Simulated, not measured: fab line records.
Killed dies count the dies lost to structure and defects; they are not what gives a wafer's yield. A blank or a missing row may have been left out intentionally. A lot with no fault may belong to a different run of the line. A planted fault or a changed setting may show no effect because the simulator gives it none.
fab line records	flow n5_finfet
record lots=7	wafers=39
route steps=1938 shown WELL_APT@26 SD_EPI_N@288 BEOL_M0_SAQP@632 BEOL_M0@736 BEOL_M3@950 BEOL_M5@1112 BEOL_M7@1267 BEOL_M8@1386 BEOL_M9@1443 BEOL_M15@1773 PASSIVATION@1916
start_h: start of the lot's first displayed wafer, in hours after the record's first day	wait_h: hours from the lot's prior step to this one	" repeats the value in the row above	L1.1+2: a row that stands for several wafers	- no value present, or no start provided	* or withheld: withheld	< > ~ a bound
route shown NAME@n: NAME is a module with steps in the file, n the number in the route of the first one	usual: mean and standard deviation over wafers with no fault	same: alike in all rows	chamber/n: place in a boat	sites: per-site readings	_std_site: standard deviation of those values	_edge_site: outer sites' mean less inner sites'	radius_mm: how far each site lies from the wafer's centre	mask NAME#n: copy n	behind: the last tool/chamber to shape the wafer	hold: the reason the lot was held/the length of the hold in hours/how it ended	device: whichever transistor did not switch (one of n, p or np)	end of line: the same wafers' tests at the end of the route	step lacking rows: just its recipe	killed: at the first sort, the dies lost to defects and structure; wafer yield is something else	map: per-die view of a wafer (x killed, . not killed, _ where there is no die)
set.NAME: setting as actually run; set.NAME@STEP: the setting as run at that earlier step	model.NAME: the simulator's own value behind a step, which no gauge read
lots with deliberately changed settings; one table per step, one row per wafer
## steps
# step N5_WELL_APT_DEVELOP_07
# recipe develop_time_s=45	rinse_liquid=surfactant_rinse	dry=air_spin	dev_temp_c=21
# step N5_SD_EPI_N_EPI_21
# recipe material=Si:P	dopant=P	temp_c=680	pressure_torr=255	time_s=690
# step N5_BEOL_M0_SAQP_PECVD_00
# recipe material=SiCN	target_thk_a=80	temp_c=withheld	precursor=3MS/NH3	pressure_torr=3	rf_w=202	time_s=14
# step N5_BEOL_M0_SPUTTER_132
# recipe material=Cu	target_thk_a=40	temp_c=-20	chamber_pressure_pa=0.07	power_w=withheld	time_s=7.37
# step N5_BEOL_M3_ETCH_64
# recipe chemistry=N2/H2	target=SOC	target_depth_a=750	overetch_a=150	mask_material=SiARC	temp_c=40	time_s=112.5	ion_energy_ev=200	pressure_mtorr=30	source_w=840	bias_w=150	n2_flow_sccm=200	h2_flow_sccm=200
# step N5_BEOL_M5_ILD_DEP_00
# recipe material=SiCOH_lowk	target_thk_a=1406.4	temp_c=300	precursor=DEMS/porogen	pressure_torr=5	rf_w=500	time_s=25.9
# step N5_BEOL_M7_HM_DEP_02
# recipe material=TiN	target_thk_a=200	temp_c=25	chamber_pressure_pa=0.49996
# step N5_BEOL_M8_CURE_75
# recipe temp_c=370	time_s=120	ambient=DMADMS/He	material=SiCOH_lowk
# step N5_BEOL_M9_VIA_ETCH_34
# recipe chemistry=C4F6/O2	target=SiCOH_lowk	target_depth_a=1824	mask_material=SOC	taper_deg=4	time_s=68.4	ion_energy_ev=250	pressure_mtorr=30	source_w=345	bias_w=185	Ar_flow_sccm=300	C4F6_flow_sccm=10	O2_flow_sccm=10
# step N5_BEOL_M15_ILD_DEP_00
# recipe material=SiO2	target_thk_a=16293	temp_c=400	precursor=TEOS/O2	pressure_torr=6.5	rf_w=900	teos_flow_sccm=161.4	gas=O2	flow_sccm=2650	time_s=346.1
# step N5_PASSIVATION_PECVD_35
# recipe material=SiNx	target_thk_a=7000	temp_c=400	precursor=SiH4/NH3/N2	pressure_torr=4.9	rf_w=1406	time_s=151.3
# step N5_PASSIVATION_PROBE_49
# usual defect_limited_yield=91.4/1.5	killed_at_M0_to_M3=34/10	killed_dies=101/18	sort_bin_5_function=5.0/0.97
lot.wafer	tool	chamber	start_h	wait_h	set.develop_time_s@WELL_APT_DEVELOP_07	set.time_s@SD_EPI_N_EPI_21	set.time_s@BEOL_M0_SAQP_PECVD_00	set.target_thk_a@BEOL_M0_SPUTTER_132	set.time_s@BEOL_M3_ETCH_64	set.time_s@BEOL_M5_ILD_DEP_00	set.target_thk_a@BEOL_M7_HM_DEP_02	set.time_s@BEOL_M8_CURE_75	set.target_depth_a@BEOL_M9_VIA_ETCH_34	set.time_s@BEOL_M15_ILD_DEP_00	set.time_s@PASSIVATION_PECVD_35	defect_limited_yield[%]	killed_at_M0_to_M3	killed_dies	sort_bin_5_function[%]
L076.1	prober-01	-	303.00	0.0	45	690	14	40	112.5	25.9	200	120	1824	346.1	151.3	92.1	39	93	4.6
L076.3	prober-01	-	303.10	0.1	45	690	14	40	112.5	25.9	200	120	1824	346.1	151.3	91.9	41	95	4.3
L076.6	prober-01	-	303.25	0.3	45	690	14	40	112.5	25.9	200	120	1824	346.1	151.3	92.2	28	92	4.7
L081.1	prober-02	-	330.86	0.0	45	414.5	14	40	46.86	25.9	200	120	1824	346.1	69.14	0	1105	1180	95.9
L081.2	prober-02	-	330.91	0.1	45	690	14	40	112.5	25.9	200	120	1210	346.1	151.3	0	22	1180	97.1
L081.3	prober-02	-	330.96	0.1	45	414.5	9.863	60.18	46.86	25.9	200	88.85	1824	145.2	151.3	0	1115	1180	96.8
L081.4	prober-02	-	331.01	0.2	45	414.5	9.863	40	112.5	25.9	200	88.85	1824	346.1	151.3	92.2	32	92	4.4
L081.5	prober-02	-	331.06	0.2	45	690	14	60.18	112.5	25.9	200	88.85	1210	145.2	69.14	0	33	1180	96.9
L081.6	prober-02	-	331.11	0.3	45	690	9.863	60.18	46.86	25.9	200	120	1210	145.2	69.14	0	1120	1180	97.5
L085.1	prober-01	-	347.92	0.0	45	690	14	40	112.5	25.9	293.4	120	1824	346.1	151.3	44.6	20	654	52.1
L085.2	prober-01	-	347.97	0.1	56.69	690	14	19.02	51.91	20.82	293.4	64.4	1824	463.6	151.3	0	1114	1180	96.9
L085.3	prober-01	-	348.02	0.1	56.69	690	17.32	40	112.5	20.82	293.4	64.4	1824	463.6	151.3	44.5	203	655	52.0
L085.4	prober-01	-	348.07	0.2	56.69	690	17.32	19.02	112.5	25.9	200	64.4	1824	346.1	151.3	90.8	40	108	5.6
L085.5	prober-01	-	348.12	0.2	45	690	14	40	51.91	20.82	200	120	1824	346.1	151.3	0	1085	1180	95.5
L085.6	prober-01	-	348.17	0.3	45	690	17.32	19.02	51.91	25.9	200	120	1824	463.6	151.3	0	1104	1180	95.3
L086.1	prober-02	-	365.83	0.0	45	801.1	9.831	29.89	94.55	25.9	200	76.14	1824	223	151.3	89.8	43	120	5.0
L086.2	prober-02	-	365.88	0.1	45	690	9.831	29.89	94.55	41.22	105	120	1824	346.1	151.3	0	33	1180	95.4
L086.3	prober-02	-	365.93	0.1	45	801.1	14	40	112.5	41.22	200	76.14	1495	346.1	151.3	0	38	1180	96.5
L086.4	prober-02	-	365.98	0.2	45	801.1	14	40	94.55	25.9	105	120	1495	223	151.3	54.0	30	543	41.9
L086.5	prober-02	-	366.03	0.2	45	690	14	29.89	112.5	41.22	105	76.14	1824	223	151.3	0	23	1180	97.7
L086.6	prober-02	-	366.08	0.3	45	690	9.831	40	112.5	25.9	200	120	1495	346.1	151.3	73.9	45	308	22.4
L089.1	prober-02	-	369.37	0.0	45	690	10.03	40	53.23	25.9	200	178	2621	288.5	106.4	0	1105	1180	95.8
L089.2	prober-02	-	369.42	0.1	64.44	1079	14	40	53.23	33.81	200	178	1824	346.1	106.4	0	1098	1180	96.1
L089.3	prober-02	-	369.47	0.1	45	1079	10.03	40	112.5	25.9	200	120	1824	288.5	106.4	89.8	48	120	6.4
L089.4	prober-02	-	369.52	0.2	45	690	14	40	53.23	33.81	200	120	2621	288.5	151.3	0	1102	1180	96.2
L089.5	prober-02	-	369.57	0.2	64.44	1079	14	40	112.5	25.9	200	178	2621	346.1	151.3	89.2	38	127	6.4
L089.6	prober-02	-	369.62	0.3	64.44	690	10.03	40	112.5	33.81	200	120	1824	346.1	151.3	89.0	46	130	7.2
L088.1	prober-02	-	386.45	0.0	45	1072	14	40	171.5	25.9	200	120	1824	553.3	201.8	0	55	1180	94.7
L088.2	prober-02	-	386.50	0.1	45	690	14	40	171.5	25.9	200	82.42	2864	346.1	151.3	91.6	38	99	5.3
L088.3	prober-02	-	386.55	0.1	45	1072	5.697	40	171.5	19.02	200	82.42	1824	553.3	151.3	91.0	46	106	5.4
L088.4	prober-02	-	386.60	0.2	45	690	5.697	40	112.5	19.02	200	120	1824	346.1	151.3	91.1	47	105	5.1
L088.5	prober-02	-	386.65	0.2	45	690	14	40	112.5	19.02	200	82.42	2864	346.1	201.8	0	45	1180	95.7
L088.6	prober-02	-	386.70	0.3	45	1072	5.697	40	112.5	25.9	200	120	2864	553.3	201.8	0	33	1180	97.0
L096.1	prober-02	-	425.50	0.0	64.98	690	14	50.86	112.5	38.26	200	120	1824	346.1	151.3	0	34	1180	96.7
L096.2	prober-02	-	425.55	0.1	64.98	690	18.25	40	112.5	25.9	200	120	1824	266.7	62.35	87.1	83	152	8.6
L096.3	prober-02	-	425.60	0.1	45	690	14	40	112.5	38.26	200	168.1	1824	346.1	62.35	0	35	1180	96.4
L096.4	prober-02	-	425.65	0.2	45	690	18.25	50.86	112.5	25.9	200	168.1	1824	346.1	62.35	30.0	757	826	66.2
L096.5	prober-02	-	425.70	0.2	64.98	690	14	40	112.5	25.9	200	168.1	1824	266.7	151.3	91.5	36	100	4.6
L096.6	prober-02	-	425.75	0.3	45	690	18.25	50.86	112.5	38.26	200	120	1824	266.7	151.3	0	652	1180	97.1
# killed by level:class
L076.1 BEOL_M0_SAQP:geometric_particle:short=10 MOL_CONTACT_COAG:geometric_particle:open=9 ILD0:geometric_particle:short=8 BEOL_M0_SAQP:geometric_particle:open=6 ILD0:geometric_particle:open=5 BEOL_M1:geometric_particle:short=5 BEOL_M3:geometric_particle:open=5 BEOL_M1:geometric_particle:open=4
L076.3 BEOL_M0_SAQP:geometric_particle:open=13 BEOL_M1:geometric_particle:open=10 FIN_SAQP:geometric_particle:open=8 BEOL_M4:geometric_particle:open=6 BEOL_M6:geometric_particle:open=5 FIN_SAQP:geometric_particle:short=4 DUMMY_GATE:geometric_particle:open=4 BEOL_M0_SAQP:geometric_particle:short=4
L076.6 BEOL_M0_SAQP:geometric_particle:open=10 FIN_SAQP:geometric_particle:short=8 FIN_SAQP:geometric_particle:open=7 MOL_CONTACT_COAG:geometric_particle:open=6 STI_FIN_REVEAL:geometric_particle:open=5 GATE_CUT:geometric_particle:short=5 GATE_CUT:geometric_particle:open=5 BEOL_M0_SAQP:geometric_particle:short=5
L081.1 BEOL_M3:area_etch=1078 MOL_CONTACT_COAG:geometric_particle:open=15 DUMMY_GATE:geometric_particle:open=10 BEOL_M4:geometric_particle:open=10 GATE_CUT:geometric_particle:short=5 BEOL_M0_SAQP:geometric_particle:short=5 BEOL_M2:geometric_particle:open=5 FIN_SAQP:geometric_particle:open=4
L081.2 BEOL_M9:area_etch=1098 MOL_CONTACT_COAG:geometric_particle:open=16 BEOL_M0_SAQP:geometric_particle:open=6 FIN_SAQP:geometric_particle:short=5 BEOL_M0_SAQP:geometric_particle:short=5 BEOL_M5:geometric_particle:short=5 BEOL_M1:geometric_particle:open=4 BEOL_M4:geometric_particle:open=3
L081.3 BEOL_M3:area_etch=1080 STI_FIN_REVEAL:geometric_particle:open=15 MOL_CONTACT_COAG:geometric_particle:open=13 FIN_SAQP:geometric_particle:short=8 BEOL_M1:geometric_particle:open=8 BEOL_M1:geometric_particle:short=5 BEOL_M2:geometric_particle:open=5 BEOL_M0_SAQP:geometric_particle:short=4
L081.4 MOL_CONTACT_COAG:geometric_particle:open=16 BEOL_M1:geometric_particle:open=7 BEOL_M2:geometric_particle:open=7 STI_FIN_REVEAL:geometric_particle:open=6 BEOL_M0_SAQP:geometric_particle:short=6 BEOL_M4:geometric_particle:open=6 FIN_SAQP:geometric_particle:open=5 BEOL_M0_SAQP:geometric_particle:open=5
L081.5 BEOL_M9:area_etch=1091 MOL_CONTACT_COAG:geometric_particle:open=16 BEOL_M1:geometric_particle:open=8 BEOL_M0_SAQP:geometric_particle:open=7 BEOL_M4:geometric_particle:open=5 BEOL_M3:geometric_particle:open=5 GATE_CUT:geometric_particle:open=4 GATE_CUT:geometric_particle:short=4
L081.6 BEOL_M3:area_etch=1104 MOL_CONTACT_COAG:geometric_particle:open=14 STI_FIN_REVEAL:geometric_particle:open=7 BEOL_M4:geometric_particle:open=6 DUMMY_GATE:geometric_particle:open=4 MOL_CONTACT_COAG:geometric_particle:short=4 BEOL_M2:geometric_particle:open=4 GATE_CUT:geometric_particle:short=3
L085.1 BEOL_M7:area_open=568 FIN_SAQP:geometric_particle:open=11 BEOL_M4:geometric_particle:open=11 STI_FIN_REVEAL:geometric_particle:open=10 BEOL_M0_SAQP:geometric_particle:short=7 BEOL_M0_SAQP:geometric_particle:open=6 STI_FIN_REVEAL:geometric_particle:short=5 MOL_CONTACT_COAG:geometric_particle:open=4
L085.2 BEOL_M3:area_etch=1083 BEOL_M4:geometric_particle:open=18 FIN_SAQP:geometric_particle:short=10 BEOL_M0:interface_void_opened=8 FIN_SAQP:geometric_particle:open=6 STI_FIN_REVEAL:geometric_particle:open=6 MOL_CONTACT_COAG:geometric_particle:open=6 BEOL_M0_SAQP:geometric_particle:short=5
L085.3 BEOL_M7:area_open=375 BEOL_M0:area_etch=172 FIN_SAQP:geometric_particle:open=20 BEOL_M4:geometric_particle:open=12 FIN_SAQP:geometric_particle:short=8 MOL_CONTACT_COAG:geometric_particle:open=8 BEOL_M0_SAQP:geometric_particle:short=8 BEOL_M3:geometric_particle:open=6
L085.4 FIN_SAQP:geometric_particle:open=11 BEOL_M0_SAQP:geometric_particle:open=11 MOL_CONTACT_COAG:geometric_particle:open=9 BEOL_M0:interface_void_opened=8 STI_FIN_REVEAL:geometric_particle:open=7 BEOL_M4:geometric_particle:open=7 BEOL_M0_SAQP:geometric_particle:short=6 BEOL_M3:geometric_particle:open=6
L085.5 BEOL_M3:area_etch=1049 FIN_SAQP:geometric_particle:open=18 BEOL_M4:geometric_particle:open=16 STI_FIN_REVEAL:geometric_particle:open=13 FIN_SAQP:geometric_particle:short=12 BEOL_M3:geometric_particle:open=11 MOL_CONTACT_COAG:geometric_particle:open=8 BEOL_M0_SAQP:geometric_particle:short=8
L085.6 BEOL_M3:area_etch=1046 BEOL_M4:geometric_particle:open=19 BEOL_M3:geometric_particle:open=13 FIN_SAQP:geometric_particle:open=9 STI_FIN_REVEAL:geometric_particle:open=9 BEOL_M0_SAQP:geometric_particle:short=9 MOL_CONTACT_COAG:geometric_particle:open=8 BEOL_M2:geometric_particle:open=7
L086.1 FIN_SAQP:geometric_particle:short=12 FIN_SAQP:geometric_particle:open=11 DUMMY_GATE:geometric_particle:open=11 MOL_CONTACT_COAG:geometric_particle:open=11 BEOL_M0_SAQP:geometric_particle:open=11 BEOL_M3:geometric_particle:open=9 BEOL_M0_SAQP:geometric_particle:short=6 BEOL_M0:geometric_particle:short=5
L086.2 BEOL_M5:area_etch=1053 FIN_SAQP:geometric_particle:open=16 STI_FIN_REVEAL:geometric_particle:open=12 BEOL_M0_SAQP:geometric_particle:open=12 FIN_SAQP:geometric_particle:short=11 MOL_CONTACT_COAG:geometric_particle:open=11 GATE_CUT:geometric_particle:short=9 BEOL_M0_SAQP:geometric_particle:short=8
L086.3 BEOL_M5:area_etch=1085 BEOL_M4:geometric_particle:open=10 FIN_SAQP:geometric_particle:short=9 BEOL_M0_SAQP:geometric_particle:open=9 BEOL_M3:geometric_particle:open=7 BEOL_M0_SAQP:geometric_particle:short=5 BEOL_M0:geometric_particle:open=5 DUMMY_GATE:geometric_particle:short=4
L086.4 BEOL_M9:area_etch=435 FIN_SAQP:geometric_particle:short=15 FIN_SAQP:geometric_particle:open=14 DUMMY_GATE:geometric_particle:open=12 BEOL_M0_SAQP:geometric_particle:open=8 STI_FIN_REVEAL:geometric_particle:open=5 BEOL_M0:geometric_particle:open=5 BEOL_M4:geometric_particle:open=5
L086.5 BEOL_M5:area_etch=1104 FIN_SAQP:geometric_particle:open=11 GATE_CUT:geometric_particle:short=5 BEOL_M0_SAQP:geometric_particle:open=5 BEOL_M0:geometric_particle:open=5 GATE_CUT:geometric_particle:open=4 MOL_CONTACT_COAG:geometric_particle:short=4 BEOL_M2:geometric_particle:open=3
L086.6 BEOL_M9:area_etch=183 FIN_SAQP:geometric_particle:open=13 BEOL_M0_SAQP:geometric_particle:short=13 BEOL_M0_SAQP:geometric_particle:open=13 FIN_SAQP:geometric_particle:short=10 DUMMY_GATE:geometric_particle:open=9 GATE_CUT:geometric_particle:short=9 BEOL_M3:geometric_particle:open=7
L089.1 BEOL_M3:area_etch=1071 MOL_CONTACT_COAG:geometric_particle:open=21 BEOL_M3:geometric_particle:open=10 STI_FIN_REVEAL:geometric_particle:open=8 FIN_SAQP:geometric_particle:open=6 MOL_CONTACT_COAG:geometric_particle:short=6 BEOL_M0_SAQP:geometric_particle:open=6 BEOL_M2:geometric_particle:open=5
L089.2 BEOL_M3:area_etch=1061 MOL_CONTACT_COAG:geometric_particle:open=17 BEOL_M0_SAQP:geometric_particle:open=15 BEOL_M4:geometric_particle:open=13 FIN_SAQP:geometric_particle:open=10 MOL_CONTACT_COAG:geometric_particle:short=8 BEOL_M3:geometric_particle:open=7 BEOL_M0_SAQP:geometric_particle:short=5
L089.3 BEOL_M0_SAQP:geometric_particle:open=12 BEOL_M4:geometric_particle:open=12 BEOL_M0_SAQP:geometric_particle:short=10 BEOL_M1:geometric_particle:open=10 MOL_CONTACT_COAG:geometric_particle:open=9 BEOL_M2:geometric_particle:open=8 BEOL_M5:geometric_particle:open=8 FIN_SAQP:geometric_particle:open=7
L089.4 BEOL_M3:area_etch=1073 BEOL_M4:geometric_particle:open=11 MOL_CONTACT_COAG:geometric_particle:open=10 GATE_CUT:geometric_particle:open=8 BEOL_M3:geometric_particle:open=8 STI_FIN_REVEAL:geometric_particle:open=7 BEOL_M0_SAQP:geometric_particle:open=7 STARTING-WAFER:geometric_particle:open=6
L089.5 BEOL_M4:geometric_particle:open=14 FIN_SAQP:geometric_particle:open=10 BEOL_M0_SAQP:geometric_particle:open=9 BEOL_M1:geometric_particle:open=9 MOL_CONTACT_COAG:geometric_particle:open=8 FIN_SAQP:geometric_particle:short=7 STI_FIN_REVEAL:geometric_particle:open=7 DUMMY_GATE:geometric_particle:open=5
L089.6 BEOL_M4:geometric_particle:open=17 BEOL_M0_SAQP:geometric_particle:open=11 BEOL_M3:geometric_particle:open=11 MOL_CONTACT_COAG:geometric_particle:open=10 GATE_CUT:geometric_particle:short=6 FIN_SAQP:geometric_particle:open=5 STI_FIN_REVEAL:geometric_particle:open=5 DUMMY_GATE:geometric_particle:open=5
L088.1 PASSIVATION:area_pecvd=1040 BEOL_M0_SAQP:geometric_particle:short=16 BEOL_M2:geometric_particle:open=14 BEOL_M4:geometric_particle:open=14 BEOL_M0_SAQP:geometric_particle:open=12 FIN_SAQP:geometric_particle:short=9 FIN_SAQP:geometric_particle:open=6 ILD0:geometric_particle:open=5
L088.2 FIN_SAQP:geometric_particle:open=11 BEOL_M2:geometric_particle:open=11 MOL_CONTACT_COAG:geometric_particle:open=9 FIN_SAQP:geometric_particle:short=8 BEOL_M0_SAQP:geometric_particle:open=8 BEOL_M3:geometric_particle:open=8 BEOL_M4:geometric_particle:open=7 BEOL_M0_SAQP:geometric_particle:short=5
L088.3 BEOL_M4:geometric_particle:open=14 BEOL_M2:geometric_particle:open=11 MOL_CONTACT_COAG:geometric_particle:open=10 BEOL_M0_SAQP:geometric_particle:short=10 BEOL_M0_SAQP:geometric_particle:open=9 BEOL_M1:geometric_particle:open=6 GATE_CUT:geometric_particle:open=4 BEOL_M2:geometric_particle:short=4
L088.4 BEOL_M2:geometric_particle:open=19 BEOL_M0_SAQP:geometric_particle:short=12 BEOL_M0_SAQP:geometric_particle:open=7 BEOL_M5:geometric_particle:open=7 FIN_SAQP:geometric_particle:short=6 DUMMY_GATE:geometric_particle:open=5 GATE_CUT:geometric_particle:open=4 BEOL_M2:geometric_particle:short=4
L088.5 PASSIVATION:area_pecvd=1074 BEOL_M0_SAQP:geometric_particle:open=12 BEOL_M0_SAQP:geometric_particle:short=11 BEOL_M2:geometric_particle:open=11 DUMMY_GATE:geometric_particle:open=9 FIN_SAQP:geometric_particle:short=7 FIN_SAQP:geometric_particle:open=7 BEOL_M4:geometric_particle:open=7
L088.6 PASSIVATION:area_pecvd=1097 BEOL_M2:geometric_particle:open=18 BEOL_M5:geometric_particle:open=7 BEOL_M0_SAQP:geometric_particle:short=5 BEOL_M0_SAQP:geometric_particle:open=4 BEOL_M4:geometric_particle:open=4 STARTING-WAFER:geometric_particle:open=4 GATE_CUT:geometric_particle:short=3
L096.1 BEOL_M5:area_etch=1088 FIN_SAQP:geometric_particle:open=12 DUMMY_GATE:geometric_particle:open=9 BEOL_M0_SAQP:geometric_particle:open=7 BEOL_M3:geometric_particle:open=7 MOL_CONTACT_COAG:geometric_particle:open=5 BEOL_M0_SAQP:geometric_particle:short=5 BEOL_M2:geometric_particle:open=5
L096.2 BEOL_M0:area_etch=46 BEOL_M3:geometric_particle:open=12 HKMG_FIN:area_etch=11 BEOL_M0_SAQP:geometric_particle:open=8 FIN_SAQP:geometric_particle:short=7 BEOL_M1:geometric_particle:open=6 FIN_SAQP:geometric_particle:open=5 BEOL_M2:geometric_particle:open=5
L096.3 BEOL_M5:area_etch=1077 FIN_SAQP:geometric_particle:short=13 BEOL_M0_SAQP:geometric_particle:open=11 BEOL_M0_SAQP:geometric_particle:short=9 FIN_SAQP:geometric_particle:open=8 DUMMY_GATE:geometric_particle:open=8 MOL_CONTACT_COAG:geometric_particle:open=6 BEOL_M3:geometric_particle:open=6
L096.4 BEOL_M0:area_etch=723 FIN_SAQP:geometric_particle:short=14 BEOL_M0_SAQP:geometric_particle:short=13 FIN_SAQP:geometric_particle:open=10 BEOL_M0_SAQP:geometric_particle:open=8 DUMMY_GATE:geometric_particle:open=6 BEOL_M6:geometric_particle:open=5 STI_FIN_REVEAL:geometric_particle:open=4
L096.5 FIN_SAQP:geometric_particle:open=8 BEOL_M1:geometric_particle:open=8 FIN_SAQP:geometric_particle:short=7 BEOL_M4:geometric_particle:open=7 BEOL_M0_SAQP:geometric_particle:short=6 BEOL_M3:geometric_particle:open=6 MOL_CONTACT_COAG:geometric_particle:open=5 BEOL_M0_SAQP:geometric_particle:open=5
L096.6 BEOL_M0:area_etch=635 BEOL_M5:area_etch=464 FIN_SAQP:geometric_particle:open=10 FIN_SAQP:geometric_particle:short=7 STI_FIN_REVEAL:geometric_particle:open=7 MOL_CONTACT_COAG:geometric_particle:open=7 BEOL_M0_SAQP:geometric_particle:short=6 BEOL_M0_SAQP:geometric_particle:open=6
## key
split step=N5_WELL_APT_DEVELOP_07	setting=develop_time_s	stated_as=45
response none clear
split step=N5_SD_EPI_N_EPI_21	setting=time_s	stated_as=690
response none clear
split step=N5_BEOL_M0_SAQP_PECVD_00	setting=time_s	stated_as=14
response none clear
split step=N5_BEOL_M0_SPUTTER_132	setting=target_thk_a	stated_as=40
response none clear
split step=N5_BEOL_M3_ETCH_64	setting=time_s	stated_as=112.5
response step=N5_PASSIVATION_PROBE_49	reading=killed_at_M0_to_M3	slope=-15.9	per=1%	together_with=all	explained=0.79
response step=N5_PASSIVATION_PROBE_49	reading=defect_limited_yield	slope=+1.18	per=1%	together_with=all	explained=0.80
response step=N5_PASSIVATION_PROBE_49	reading=killed_dies	slope=-14	per=1%	together_with=all	explained=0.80
response step=N5_PASSIVATION_PROBE_49	reading=sort_bin_5_function	slope=-1.18	per=1%	together_with=all	explained=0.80
split step=N5_BEOL_M5_ILD_DEP_00	setting=time_s	stated_as=25.9
response none clear
split step=N5_BEOL_M7_HM_DEP_02	setting=target_thk_a	stated_as=200
response none clear
split step=N5_BEOL_M8_CURE_75	setting=time_s	stated_as=120
response none clear
split step=N5_BEOL_M9_VIA_ETCH_34	setting=target_depth_a	stated_as=1824
response none clear
split step=N5_BEOL_M15_ILD_DEP_00	setting=time_s	stated_as=346.1
response none clear
split step=N5_PASSIVATION_PECVD_35	setting=time_s	stated_as=151.3
response none clear
